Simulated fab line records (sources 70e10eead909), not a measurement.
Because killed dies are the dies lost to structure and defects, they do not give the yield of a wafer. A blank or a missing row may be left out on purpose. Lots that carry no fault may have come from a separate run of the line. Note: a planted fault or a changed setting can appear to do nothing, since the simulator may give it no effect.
Tool commonality check | flow nand_harc | 6 wafers sampled across 2 lots

REASON IT WAS OPENED
On 2 of the 2 lots, a flag is raised at NHARC_END_SORT_01 on the reading killed_at_other. Fault-free wafers read 0.8, with a standard deviation of 1.1.
Rule: a lot gets a flag if all its wafers with a number sit over 4 standard deviations from that mean, or if no wafer of it has a number. As for the other lots, they are considered sound.

lot  | measured     | on        | killed_at_other, wafer by wafer | flag
L834 | day 27 08:23 | prober-02 | 98 79 93                        | FLAGGED
L836 | day 28 08:31 | prober-01 | 89 87 92                        | FLAGGED
Average over the flagged lots: 89.7; offset from the usual +88.9, equal to +81 standard deviations.

WHICH TOOL RAN EACH LOT
Before the reading, the record contains 3 process steps out of a 1302-step route. Each cell gives the tool, then ch followed by the chambers the sampled wafers passed through, then the start.
lot  | flag    | NHARC_A_BONDPAD_DEP_00          | NHARC_A_BONDPAD_CMP_19      | NHARC_THIN_TSV_DEP_47
L834 | FLAGGED | pecvd-01 ch 0,1,2, day 25 23:23 | cmp-03 ch 0,2, day 26 02:43 | pecvd-02 ch 1,2, day 26 17:17
L836 | FLAGGED | pecvd-02 ch 1,2, day 27 00:57   | cmp-03 ch 0,3, day 27 04:26 | pecvd-02 ch 0,1,2, day 27 20:07
What these steps do:
- NHARC_A_BONDPAD_DEP_00: deposits SiCN, target thk 250 nm.
- NHARC_A_BONDPAD_CMP_19: polishes, t overpolish 30 s, cu recess touch 16 s, target thk 169.82 nm.
- NHARC_THIN_TSV_DEP_47: deposits SiO2, target thk 200 nm.
- NHARC_END_SORT_01

FLAGGED OVER TOTAL, TOOL BY TOOL (the gauges that took the reading come last)
step                   | tool      | lots run | flagged | share of the flagged lots | sound lots run after its first flagged lot
NHARC_A_BONDPAD_DEP_00 | pecvd-01  | 1        | 1       | some                      | 0
NHARC_A_BONDPAD_DEP_00 | pecvd-02  | 1        | 1       | some                      | 0
NHARC_A_BONDPAD_CMP_19 | cmp-03    | 2        | 2       | all                       | 0
NHARC_THIN_TSV_DEP_47  | pecvd-02  | 2        | 2       | all                       | 0
NHARC_END_SORT_01      | prober-01 | 1        | 1       | some                      | 0
NHARC_END_SORT_01      | prober-02 | 1        | 1       | some                      | 0

THE TABLE: WHAT IT ALLOWS
Rows of the table that ran all the flagged lots, 2 in number: cmp-03 at NHARC_A_BONDPAD_CMP_19; pecvd-02 at NHARC_THIN_TSV_DEP_47.
- cmp-03 at NHARC_A_BONDPAD_CMP_19: 2 of its 2 lots flagged. It ran no sound lot before its first flagged lot in this sample, so the start can't be narrowed down.
- pecvd-02 at NHARC_THIN_TSV_DEP_47: 2 of its 2 lots flagged. It ran no sound lot before its first flagged lot in this sample, so the start can't be narrowed down.
A lot count leaves these 2 tools indistinguishable: every one of them fits a fault beginning at some hour. More lots, or a look at what each step does to the wafer, might.

WHAT HAD BEEN PUT IN BY THE SIMULATOR
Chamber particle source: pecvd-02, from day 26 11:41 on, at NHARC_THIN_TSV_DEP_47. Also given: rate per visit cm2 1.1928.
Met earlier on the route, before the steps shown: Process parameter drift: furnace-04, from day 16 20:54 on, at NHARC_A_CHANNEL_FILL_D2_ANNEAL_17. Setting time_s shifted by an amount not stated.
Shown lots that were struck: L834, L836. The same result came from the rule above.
